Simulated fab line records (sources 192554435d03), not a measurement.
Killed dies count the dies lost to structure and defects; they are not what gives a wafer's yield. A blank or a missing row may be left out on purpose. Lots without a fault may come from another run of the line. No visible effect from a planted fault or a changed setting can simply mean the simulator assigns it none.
Split-lot study :: flow n5 finfet :: 21 wafers read from 7 lots, route of 1938 steps

## ABOUT THE SPLIT
At N5_BEOL_M13_COAT_04 (resist thk 400 nm), the setting spin rpm was moved away from the recipe's 1625 rpm on 2 of the 21 wafers read, by -10.6% to +7.9%. For the rest of the wafers, this setting stayed at what the recipe calls for.

## FROM THE SPLIT TO THE READING: what the file shows between them, 4 steps
- N5_BEOL_M13_EBR_06
- N5_BEOL_M13_SOFTBAKE_05: time 60 s
- N5_BEOL_M13_EXPOSE_07: exposes mask V12
- N5_BEOL_M13_PEB_08: peb time 90 s

## THE READING
coat_of_BEOL_M13_COAT_04.thk nm (the simulator's own value, which no gauge read), in nm, at N5_BEOL_M13_DEVELOP_09 (develop time 45 s). The file gives no usual value for it. Across the 19 wafers here that went through the recipe, the average is 385.9 nm and the standard deviation 1.1 nm.

wafer: L078.2
tool, chamber at the split: litho track-05, 0
spin rpm as run, rpm: 1453
against the recipe: -10.6%
coat_of_BEOL_M13_COAT_04.thk nm, nm: 407.6
against lot-mates on the recipe: +22.8

wafer: L078.3
tool, chamber at the split: litho track-05, 0
spin rpm as run, rpm: 1625
against the recipe: recipe
coat_of_BEOL_M13_COAT_04.thk nm, nm: 384.4
against lot-mates on the recipe: -

wafer: L078.4
tool, chamber at the split: litho track-05, 0
spin rpm as run, rpm: 1625
against the recipe: recipe
coat_of_BEOL_M13_COAT_04.thk nm, nm: 385.2
against lot-mates on the recipe: -

wafer: L076.2
tool, chamber at the split: litho track-02, 0
spin rpm as run, rpm: 1625
against the recipe: recipe
coat_of_BEOL_M13_COAT_04.thk nm, nm: 385
against lot-mates on the recipe: -

wafer: L076.4
tool, chamber at the split: litho track-02, 0
spin rpm as run, rpm: 1625
against the recipe: recipe
coat_of_BEOL_M13_COAT_04.thk nm, nm: 385.2
against lot-mates on the recipe: -

wafer: L076.5
tool, chamber at the split: litho track-02, 0
spin rpm as run, rpm: 1625
against the recipe: recipe
coat_of_BEOL_M13_COAT_04.thk nm, nm: 384.6
against lot-mates on the recipe: -

wafer: L079.4
tool, chamber at the split: litho track-01, 0
spin rpm as run, rpm: 1625
against the recipe: recipe
coat_of_BEOL_M13_COAT_04.thk nm, nm: 385
against lot-mates on the recipe: -

wafer: L079.5
tool, chamber at the split: litho track-01, 0
spin rpm as run, rpm: 1625
against the recipe: recipe
coat_of_BEOL_M13_COAT_04.thk nm, nm: 387.2
against lot-mates on the recipe: -

wafer: L079.6
tool, chamber at the split: litho track-01, 0
spin rpm as run, rpm: 1625
against the recipe: recipe
coat_of_BEOL_M13_COAT_04.thk nm, nm: 385.2
against lot-mates on the recipe: -

wafer: L081.1
tool, chamber at the split: litho track-01, 0
spin rpm as run, rpm: 1625
against the recipe: recipe
coat_of_BEOL_M13_COAT_04.thk nm, nm: 385.2
against lot-mates on the recipe: -

wafer: L081.2
tool, chamber at the split: litho track-01, 0
spin rpm as run, rpm: 1625
against the recipe: recipe
coat_of_BEOL_M13_COAT_04.thk nm, nm: 385.2
against lot-mates on the recipe: -

wafer: L081.6
tool, chamber at the split: litho track-01, 0
spin rpm as run, rpm: 1625
against the recipe: recipe
coat_of_BEOL_M13_COAT_04.thk nm, nm: 385.2
against lot-mates on the recipe: -

wafer: L083.3
tool, chamber at the split: litho track-01, 0
spin rpm as run, rpm: 1625
against the recipe: recipe
coat_of_BEOL_M13_COAT_04.thk nm, nm: 388.6
against lot-mates on the recipe: -

wafer: L083.4
tool, chamber at the split: litho track-01, 0
spin rpm as run, rpm: 1625
against the recipe: recipe
coat_of_BEOL_M13_COAT_04.thk nm, nm: 387.4
against lot-mates on the recipe: -

wafer: L083.5
tool, chamber at the split: litho track-01, 0
spin rpm as run, rpm: 1754
against the recipe: +7.9%
coat_of_BEOL_M13_COAT_04.thk nm, nm: 373
against lot-mates on the recipe: -15.0

wafer: L084.2
tool, chamber at the split: litho track-01, 0
spin rpm as run, rpm: 1625
against the recipe: recipe
coat_of_BEOL_M13_COAT_04.thk nm, nm: 386.4
against lot-mates on the recipe: -

wafer: L084.6
tool, chamber at the split: litho track-01, 0
spin rpm as run, rpm: 1625
against the recipe: recipe
coat_of_BEOL_M13_COAT_04.thk nm, nm: 386.4
against lot-mates on the recipe: -

wafer: L084.3
tool, chamber at the split: litho track-01, 0
spin rpm as run, rpm: 1625
against the recipe: recipe
coat_of_BEOL_M13_COAT_04.thk nm, nm: 387.6
against lot-mates on the recipe: -

wafer: L096.2
tool, chamber at the split: litho track-01, 0
spin rpm as run, rpm: 1625
against the recipe: recipe
coat_of_BEOL_M13_COAT_04.thk nm, nm: 386.4
against lot-mates on the recipe: -

wafer: L096.4
tool, chamber at the split: litho track-01, 0
spin rpm as run, rpm: 1625
against the recipe: recipe
coat_of_BEOL_M13_COAT_04.thk nm, nm: 385.8
against lot-mates on the recipe: -

wafer: L096.5
tool, chamber at the split: litho track-01, 0
spin rpm as run, rpm: 1625
against the recipe: recipe
coat_of_BEOL_M13_COAT_04.thk nm, nm: 386
against lot-mates on the recipe: -

THE FIT
A straight line over all 21 wafers: coat_of_BEOL_M13_COAT_04.thk nm changes by -1.89 nm for each +1% of spin rpm; r = -0.98; the points scatter about the line by 1.3 nm.
The same after taking each lot's own level away (the mean of its wafers on the recipe; 21 wafers): -2.06 nm for each +1%; r = -0.99; scatter 0.64 nm.
That fit puts the effect of the largest move of spin rpm on the reading at 22 nm.
Across the lots, their own levels run from 384.80 to 388.00 nm, a range of 2.9 times the standard deviation given above.
Consequently the slope shifts little with the lot-to-lot level, the two slopes agreeing.
Check: +20 nm against its lot-mates is what the line predicts for one of the wafers moved furthest among these (-10.6%) when that wafer is left out of the fit. Against them it came out at +22.8 nm.

## FURTHER SPLITS ON THESE WAFERS
Note: prior to the reading, these wafers also went through further splits. Each is held against what the fit with the lots' levels taken away leaves over:
other split on the same wafers: N5_BEOL_M8_ETCH_66 source w
wafers away from the commonest value: 2
r with coat_of_BEOL_M13_COAT_04.thk nm (lot level and that fit taken away): -0.21

other split on the same wafers: N5_BEOL_M9_DESCUM_16 time s
wafers away from the commonest value: 5
r with coat_of_BEOL_M13_COAT_04.thk nm (lot level and that fit taken away): -0.32

other split on the same wafers: N5_BEOL_M10_ETCH_41 source w
wafers away from the commonest value: 7
r with coat_of_BEOL_M13_COAT_04.thk nm (lot level and that fit taken away): +0.07

other split on the same wafers: N5_BEOL_M11_EXPOSE_25 dose mj
wafers away from the commonest value: 10
r with coat_of_BEOL_M13_COAT_04.thk nm (lot level and that fit taken away): +0.02

other split on the same wafers: N5_BEOL_M11_ETCH_66 time s
wafers away from the commonest value: 7
r with coat_of_BEOL_M13_COAT_04.thk nm (lot level and that fit taken away): -0.27

other split on the same wafers: N5_BEOL_M12_PEB_08 peb time s
wafers away from the commonest value: 8
r with coat_of_BEOL_M13_COAT_04.thk nm (lot level and that fit taken away): +0.35

other split on the same wafers: N5_BEOL_M12_DEP_53 time s
wafers away from the commonest value: 7
r with coat_of_BEOL_M13_COAT_04.thk nm (lot level and that fit taken away): -0.07

## THE WHOLE CHAIN: every reading that the file lists as answering this split, in the file's order
step: N5_BEOL_M13_COAT_04
what it does: resist thk 400 nm
reading: coat_of_BEOL_M13_COAT_04.thk nm (the simulator's own value, which no gauge read)
change (the file's fit): -2.05 nm for each +1% of the setting
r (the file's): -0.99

step: N5_BEOL_M13_DEVELOP_09
what it does: develop time 45 s
reading: coat_of_BEOL_M13_COAT_04.thk nm (the simulator's own value, which no gauge read)
change (the file's fit): -2.06 nm for each +1% of the setting
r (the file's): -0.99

step: N5_BEOL_M13_STRIP_63
what it does: strips in N2/H2
reading: strip time to endpoint s
change (the file's fit): withheld for each +1% of the setting
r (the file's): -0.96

## FILE'S OWN FIT
coat_of_BEOL_M13_COAT_04.thk nm changes by -2.06 nm for each +1% of spin rpm, r = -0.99.
